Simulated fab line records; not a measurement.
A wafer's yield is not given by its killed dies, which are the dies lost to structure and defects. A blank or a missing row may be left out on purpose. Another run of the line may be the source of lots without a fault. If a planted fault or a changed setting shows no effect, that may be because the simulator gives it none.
fab line records	flow nand-harc
record lots=12	wafers=36	last-day=33
route steps=1302 shown A_STAIRCASE@650 END@1302
lots with no fault: from the same line, run without faults
start-h: the number of hours between the record's first day and the start of the first shown wafer of the lot	wait-h: hours from the lot's prior step to this one	" repeats the value in the row above	L1.1+2: one row covering several wafers at once	- no value present, or no start provided	* or withheld: withheld	< > ~ a bound
route shown NAME@n: a module of which the file shows steps, and the number in the route of the first	usual: mean and standard deviation over wafers with no fault	same: alike in all rows	chamber/n: place in a boat	sites: readings site by site	_std_site: how widely they spread, as a standard deviation	_edge_site: mean of outer sites minus mean of inner sites	radius-mm: how far each site lies from the wafer's centre	mask NAME#n: copy n	behind: the last tool/chamber to shape the wafer	hold: cause of the lot's hold/its duration in hours/its outcome	device: which transistor (n, p or np) failed to switch	end of line: at the end of the route, the tests of the same wafers	a step given without rows: its recipe and nothing more	killed: count of dies lost to structure and defects at first sort (not the wafer's yield)	map: dies across one wafer; x = killed, . = not, _ = none there
set.NAME: setting as actually run; set.NAME@STEP: the setting as run at that earlier step	model.NAME: the simulator's own value behind a step, which no gauge read
steps of the route over a sample of lots; a table a step, a row a wafer
services: from which hour (start-h, from the record's first day; less than 0 if before it) a tool's chamber was out of use, for how many hours, and why
## steps
# step NHARC_A_STAIRCASE_DESCUM_168
# recipe time-s=3	o2-flow-sccm=200	ar-flow-sccm=0	bias-power-w=0	chemistry=O2
# usual drypump-motor-current-A=5.6/0.4	oes-product-au=1.002/0.0084	rf-vpp-V=57.7/0.88	showerhead-plenum-p-Torr=1.89/0.086	throttle-valve-pct=11.310/0.0092
# same bias-power-w=0
lot.wafer	tool	chamber	start-h	wait-h	drypump-motor-current-A	oes-product-au	rf-hours-counter-h	rf-vpp-V	showerhead-plenum-p-Torr	throttle-valve-pct
L232.3	rie-diel-13	0	357.96	-	6.1	0.988	1	57.8	1.85	11.315
L232.5	"	1	"	"	5.9	0.994	-	56.4	1.96	11.310
L232.6	"	2	"	"	5.3	1.005	-	57.0	1.82	11.308
L233.2	rie-diel-10	2	358.20	-	5.2	0.991	30	57.9	1.87	11.314
L233.3	"	0	"	"	5.7	1.010	38	56.5	1.84	11.301
L233.6	"	3	"	"	5.6	1.016	-	57.1	1.81	11.311
L235.3	rie-diel-13	0	376.37	-	6.0	1.000	5	57.4	1.85	11.304
L235.1	"	3	"	"	5.4	0.994	5	56.9	1.78	11.302
L235.6	"	1	"	"	5.9	0.999	-	59.5	1.96	11.304
L236.3	rie-diel-13	0	397.12	-	6.1	1.006	10	56.5	1.85	11.315
L236.4	"	2	"	"	5.4	1.008	8	57.9	1.82	11.303
L236.5	"	0	"	"	6.0	0.995	-	56.2	1.85	11.320
L237.3	rie-diel-13	0	417.51	-	6.0	1.008	16	57.3	1.85	11.303
L237.4	"	2	"	"	5.3	1.008	15	57.9	1.82	11.297
L237.6	"	0	"	"	6.0	1.003	-	57.5	1.85	11.313
L238.3	rie-diel-02	0	417.66	-	5.2	1.001	3	57.5	1.97	11.311
L238.1	"	2	"	"	5.4	1.004	3	56.8	1.91	11.313
L238.2	"	3	"	"	4.7	1.011	3	59.5	1.93	11.318
L239.3	rie-diel-02	1	425.87	-	6.4	0.997	6	60.0	2.07	11.312
L239.2	"	2	"	"	5.4	1.007	6	58.9	1.91	11.305
L239.6	"	0	"	"	5.3	0.990	-	59.1	1.97	11.307
L240.2	rie-diel-10	3	445.31	-	5.5	1.004	7	58.1	1.80	11.319
L240.4	"	3	"	"	5.6	1.000	-	56.1	1.80	11.319
L240.3	"	0	"	"	5.7	0.992	-	57.2	1.83	11.320
L243.3	rie-diel-10	3	458.64	-	5.5	1.005	12	55.7	1.80	11.297
L243.1	"	0	"	"	5.6	0.991	11	57.7	1.83	11.325
L243.4	"	1	"	"	5.7	1.006	-	57.5	1.91	11.301
L249.1	rie-diel-02	0	526.07	-	5.2	0.998	36	58.8	1.96	11.306
L249.5	"	2	"	"	5.4	1.022	-	58.0	1.90	11.310
L249.6	"	3	"	"	4.7	1.004	-	57.3	1.92	11.311
L250.3	rie-diel-13	2	542.96	-	5.3	0.991	2	57.1	1.81	11.323
L250.4	"	3	"	"	5.5	1.010	2	59.1	2.08	11.316
L250.2	"	0	"	"	6.0	1.005	3	57.6	1.84	11.319
L254.2	rie-diel-10	0	567.20	-	5.7	0.983	49	58.2	1.81	11.300
L254.1	"	1	"	"	5.7	0.996	46	57.8	1.90	11.319
L254.6	"	3	"	"	5.5	1.002	-	57.5	1.79	11.314
# step NHARC_A_STAIRCASE_ETCH_13
# recipe target-depth-a=1000	time-s=40.5	ion-energy-ev=400	c4f8-flow-sccm=20	o2-flow-sccm=10	ar-flow-sccm=withheld	rf-w=600	bias-w=1000	chemistry=C4F8/O2
# usual oes-product-au=0.944/0.015	rf-vpp-V=895/5.6
lot.wafer	tool	chamber	start-h	wait-h	oes-product-au	rf-hours-counter-h	rf-vpp-V
L232.3	rie-diel-02	0	360.04	-	0.962	45	900
L232.5	"	2	"	"	0.964	-	896
L232.6	"	3	"	"	0.950	-	897
L233.3	rie-diel-10	0	360.27	-	0.944	39	889
L233.2	"	2	"	"	0.949	31	894
L233.6	"	0	"	"	0.938	-	892
L235.1	rie-diel-10	2	378.46	-	0.931	36	894
L235.3	"	3	"	"	0.970	39	890
L235.6	"	1	"	"	0.947	-	897
L236.4	rie-diel-13	1	399.51	-	0.917	10	898
L236.3	"	3	"	"	0.916	11	887
L236.5	"	1	"	"	0.906	-	898
L237.3	rie-diel-10	2	419.58	-	0.968	51	893
L237.4	"	3	"	"	0.963	56	888
L237.6	"	1	"	"	0.966	-	898
L238.3	rie-diel-02	1	419.73	-	0.954	3	907
L238.1	"	2	"	"	0.963	3	896
L238.2	"	3	"	"	0.960	3	898
L239.2	rie-diel-13	0	427.83	-	0.940	19	892
L239.3	"	3	"	"	0.941	19	887
L239.6	"	1	"	"	0.943	-	899
L240.2	rie-diel-10	0	447.54	-	0.922	6	891
L240.4	"	3	"	"	0.919	-	889
L240.3	"	0	"	"	0.929	-	890
L243.3	rie-diel-10	3	460.91	-	0.943	13	888
L243.1	"	0	"	"	0.933	12	888
L243.4	"	3	"	"	0.945	-	888
L249.1	rie-diel-13	0	531.19	-	0.937	0	891
L249.5	"	1	"	"	0.945	-	897
L249.6	"	2	"	"	1.093	-	890
L250.2	rie-diel-13	0	545.04	-	1.089	3	892
L250.3	"	1	"	"	1.086	3	896
L250.4	"	3	"	"	0.948	3	905
L254.1	rie-diel-02	0	569.15	-	0.948	51	898
L254.2	"	1	"	"	0.962	56	905
L254.6	"	1	"	"	0.955	-	905
# step NHARC_A_STAIRCASE_ETCH_15
# recipe target-depth-a=1000	time-s=40.5	ion-energy-ev=400	c4f8-flow-sccm=20	o2-flow-sccm=10	ar-flow-sccm=withheld	rf-w=600	bias-w=1000	chemistry=C4F8/O2
# usual oes-product-au=0.945/0.012	rf-vpp-V=894/5.4
lot.wafer	tool	chamber	start-h	wait-h	oes-product-au	rf-hours-counter-h	rf-vpp-V
L232.3	rie-diel-02	2	-	-	0.950	46	897
L232.5	"	0	"	"	0.955	-	900
L232.6	"	1	"	"	0.936	-	888
L233.3	rie-diel-10	0	-	-	0.949	39	892
L233.2	"	1	"	"	0.933	30	897
L233.6	"	0	"	"	0.939	-	890
L235.1	rie-diel-10	2	-	-	0.931	36	893
L235.3	"	3	"	"	0.958	39	889
L235.6	"	1	"	"	0.945	-	898
L236.3	rie-diel-13	1	-	-	0.931	10	899
L236.4	"	2	"	"	0.949	10	890
L236.5	"	0	"	"	0.956	-	892
L237.3	rie-diel-10	0	-	-	0.951	61	891
L237.4	"	1	"	"	0.964	52	896
L237.6	"	3	"	"	0.941	-	890
L238.1	rie-diel-02	0	-	-	0.955	3	900
L238.3	"	1	"	"	0.943	3	906
L238.2	"	2	"	"	0.967	3	895
L239.2	rie-diel-13	0	-	-	0.950	19	891
L239.3	"	1	"	"	0.943	17	898
L239.6	"	3	"	"	0.937	-	889
L240.2	rie-diel-10	0	-	-	0.943	7	889
L240.4	"	3	"	"	0.946	-	888
L240.3	"	0	"	"	0.934	-	891
L243.1	rie-diel-10	1	-	-	0.942	10	896
L243.3	"	3	"	"	0.948	13	890
L243.4	"	1	"	"	0.946	-	896
L249.1	rie-diel-13	2	-	-	0.950	0	890
L249.5	"	3	"	"	0.956	-	905
L249.6	"	0	"	"	0.945	-	889
L250.2	rie-diel-13	3	-	-	0.952	3	907
L250.3	"	0	"	"	0.950	3	890
L250.4	"	1	"	"	0.940	3	898
L254.2	rie-diel-02	2	-	-	0.946	52	895
L254.1	"	0	"	"	0.959	51	900
L254.6	"	2	"	"	0.940	-	895
# step NHARC_A_STAIRCASE_TRIM_20
# recipe time-s=211.2	o2-flow-sccm=500	ar-flow-sccm=0	bias-w=0	chemistry=O2
# usual drypump-motor-current-A=5.6/0.39	oes-product-au=1.001/0.009	rf-vpp-V=57.6/0.9	showerhead-plenum-p-Torr=3.47/0.14	throttle-valve-pct=17.036/0.0089
lot.wafer	tool	chamber	start-h	wait-h	drypump-motor-current-A	oes-product-au	rf-hours-counter-h	rf-vpp-V	showerhead-plenum-p-Torr	throttle-valve-pct
L233.3	rie-diel-13	0	361.14	0.1	6.1	0.994	2	57.2	3.42	17.030
L233.2	"	2	"	"	5.3	1.016	2	57.9	3.37	17.033
L233.6	"	0	"	"	6.0	0.989	-	58.7	3.42	17.025
L232.3	rie-diel-02	0	363.76	0.1	5.3	1.012	47	58.2	3.64	17.043
L232.6	"	3	"	"	4.7	1.011	-	57.8	3.56	17.032
L232.5	"	0	"	"	5.3	1.015	-	57.9	3.64	17.034
L235.3	rie-diel-10	0	379.32	0.1	5.7	0.996	43	56.6	3.39	17.025
L235.1	"	3	"	"	5.5	1.011	39	55.8	3.35	17.030
L235.6	"	1	"	"	5.7	1.010	-	57.5	3.54	17.031
L236.4	rie-diel-13	0	400.75	0.1	6.1	1.009	12	58.1	3.42	17.022
L236.3	"	2	"	"	5.4	1.008	10	57.9	3.37	17.024
L236.5	"	3	"	"	5.4	1.001	-	56.1	3.30	17.034
L237.4	rie-diel-02	3	420.50	0.1	4.7	1.013	3	58.1	3.56	17.054
L237.3	"	0	"	"	5.3	1.003	3	58.5	3.63	17.037
L237.6	"	2	"	"	5.4	1.015	-	58.6	3.53	17.041
L238.2	rie-diel-13	2	420.60	0.1	5.3	1.021	15	57.8	3.36	17.049
L238.3	"	3	"	"	5.4	1.008	17	58.6	3.30	17.031
L238.1	"	1	"	"	5.9	1.002	15	58.1	3.60	17.046
L239.2	rie-diel-13	3	428.72	0.1	5.4	1.002	20	58.4	3.30	17.024
L239.3	"	0	"	"	6.0	1.013	20	57.3	3.41	17.032
L239.6	"	3	"	"	5.5	1.008	-	58.8	3.30	17.027
L240.2	rie-diel-10	0	448.81	0.1	5.7	0.987	7	58.2	3.38	17.035
L240.3	"	3	"	"	5.5	1.002	-	55.4	3.34	17.052
L240.4	"	0	"	"	5.7	1.002	-	56.8	3.38	17.034
L243.3	rie-diel-13	1	461.90	0.1	5.9	1.011	31	56.6	3.59	17.041
L243.1	"	2	"	"	5.3	1.012	32	58.1	3.36	17.033
L243.4	"	0	"	"	6.1	1.008	31	57.7	3.41	17.040
L249.1	rie-diel-13	0	532.08	0.1	6.1	1.007	1	56.7	3.40	17.032
L249.5	"	0	"	"	6.1	0.994	-	56.9	3.40	17.028
L249.6	"	1	"	"	5.9	0.994	-	57.8	3.58	17.030
L250.2	rie-diel-13	1	546.48	0.2	5.9	1.010	4	57.3	3.58	17.033
L250.4	"	3	"	"	5.5	1.012	4	58.2	3.81	17.036
L250.3	"	0	"	"	6.1	1.004	4	57.4	3.39	17.033
L254.2	rie-diel-02	2	570.05	0.1	5.4	1.000	52	58.1	3.50	17.032
L254.1	"	3	"	"	4.8	0.990	57	57.5	3.53	17.016
L254.6	"	1	"	"	6.4	1.004	-	58.8	3.78	17.038
# step NHARC_END_SORT_01
# recipe temp-c=25
# usual killed-at-array=46/16	killed-at-other=0.9/1.3	killed-at-periphery=4.1/3	killed-dies=51/17	killed-open=3.5/1.8	killed-short=2.5/1.8
# same gross-dies=677
lot.wafer	tool	chamber	start-h	wait-h	killed-at-array	killed-at-other	killed-at-periphery	killed-dies	killed-open	killed-short
L249.1	prober-01	0	742.19	2.5	33	2	3	38	1	2
L249.5	prober-01	0	745.33	3.6	39	0	3	42	2	2
L249.6	prober-01	0	746.12	3.9	478	0	5	483	3	2
L250.2	prober-02	0	769.53	2.8	438	2	11	451	5	2
L250.3	prober-02	0	770.31	3.1	394	0	6	400	5	6
L250.4	prober-02	0	771.10	3.4	34	3	6	43	2	4
# killed by level:class
L249.1 A_CHANNEL_HOLE_D1:chamber-film-flake=8 A_CHANNEL_HOLE_D2:chamber-film-flake=8 A_STAIRCASE:chamber-film-flake=6 A_WL_FILL:chamber-film-flake=5 A_SLIT:chamber-film-flake=2 P_M1:geometric-particle:short=1 A_CHANNEL_HOLE_D2:geometric-particle:open=1 A_WL_FILL:geometric-particle:short=1
L249.5 A_STAIRCASE:chamber-film-flake=10 A_CHANNEL_HOLE_D2:chamber-film-flake=7 A_CHANNEL_HOLE_D1:chamber-film-flake=6 A_CONTACT:chamber-film-flake=4 A_WL_FILL:chamber-film-flake=3 A_WL_FILL:geometric-particle:short=2 A_M0:geometric-particle:open=2 A_SLIT:chamber-film-flake=2
L249.6 A_STAIRCASE:area-etch=441 A_CHANNEL_HOLE_D1:chamber-film-flake=11 A_STAIRCASE:chamber-film-flake=8 A_SLIT:chamber-film-flake=7 P_GATE:chamber-film-flake=3 A_CHANNEL_HOLE_D2:chamber-film-flake=3 A_CONTACT:chamber-film-flake=3 P_M1:geometric-particle:open=1
L250.2 A_STAIRCASE:area-etch=408 A_CONTACT:chamber-film-flake=9 P_M1:chamber-film-flake=6 A_CHANNEL_HOLE_D1:chamber-film-flake=5 P_GATE:chamber-film-flake=4 A_WL_FILL:chamber-film-flake=3 A_CHANNEL_HOLE_D2:chamber-film-flake=2 A_SLIT:chamber-film-flake=2
L250.3 A_STAIRCASE:area-etch=348 A_CHANNEL_HOLE_D1:chamber-film-flake=10 A_SLIT:chamber-film-flake=8 A_CHANNEL_HOLE_D2:chamber-film-flake=6 A_CONTACT:chamber-film-flake=6 P_M1:chamber-film-flake=4 A_STAIRCASE:chamber-film-flake=3 A_CHANNEL_FILL_D2:geometric-particle:open=2
L250.4 A_CHANNEL_HOLE_D1:chamber-film-flake=11 A_CONTACT:chamber-film-flake=5 A_SLIT:chamber-film-flake=5 A_WL_FILL:chamber-film-flake=5 THIN_TSV:chamber-film-flake=3 A_WL_FILL:geometric-particle:short=2 P_M1:chamber-film-flake=2 P_CONTACT:geometric-particle:short=1
## services
tool	chamber	start-h	hours	kind
rie-diel-10	1	335.38	6.3	repair
rie-diel-13	3	339.40	1.3	repair
rie-diel-13	-	344.23	9.0	pm
rie-diel-13	0	344.23	9.0	vent-cycle
rie-diel-13	1	344.23	9.0	vent-cycle
rie-diel-13	2	344.23	9.0	vent-cycle
rie-diel-13	3	344.23	9.0	vent-cycle
rie-diel-13	0	353.23	-	clean
rie-diel-13	1	353.23	-	clean
rie-diel-13	1	353.23	-	consumable-replace:focus-ring
rie-diel-13	2	353.23	-	clean
rie-diel-13	2	353.23	-	consumable-replace:focus-ring
rie-diel-13	3	353.23	-	clean
rie-diel-02	2	360.98	4.4	repair
rie-diel-13	-	375.05	0.7	repair
rie-diel-13	0	377.75	-	clean
rie-diel-02	-	393.83	9.0	pm
rie-diel-10	-	420.03	9.0	pm
rie-diel-02	2	432.93	5.3	repair
rie-diel-10	2	441.16	33.4	repair
rie-diel-02	2	477.98	4.5	repair
rie-diel-02	2	488.79	12.6	repair
rie-diel-02	0	499.98	5.0	repair
rie-diel-13	-	521.23	9.0	pm
## key
first-sign step=NHARC_A_STAIRCASE_ETCH_13	reading=oes-product-au	direction=up	sigmas=9.7	usual=0.944	struck=1.089
effect step=NHARC_END_SORT_01	reading=killed-at-array	direction=up	sigmas=24	usual=46	struck=437
more-kills-born-at NHARC_A_STAIRCASE_ETCH_13@rie-diel-13=1197
met-at NHARC_A_STAIRCASE_ETCH_13
struck-lots L249,L250
struck-wafers L249.6,L250.2,L250.3
later-rows-left-out L249.6,L250.2,L250.3
tester-left-out L249,L250
not-acting-at NHARC_A_STAIRCASE_DESCUM_168,NHARC_A_STAIRCASE_ETCH_15,NHARC_A_STAIRCASE_TRIM_20
onset-between 427.83 531.19
fault kind=process-parameter-drift	tool=rie-diel-13	chamber=-	onset-h=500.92	steps=NHARC_A_STAIRCASE_ETCH_13	channel=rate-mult	offset=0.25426	shape=step	end-h=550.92	scope=struck-wafers-only
# tester-left-out: of these lots the tester's yield and bins aren't shown, on N5 and GAA mostly nor the transistor test; their killed dies are dies lost to structure and defects alone, not to doping, threshold or leakage, so they don't give the yield
# later-rows-left-out: the simulator's readings of these wafers behind a module that went badly wrong aren't trusted and aren't shown, but for the sort
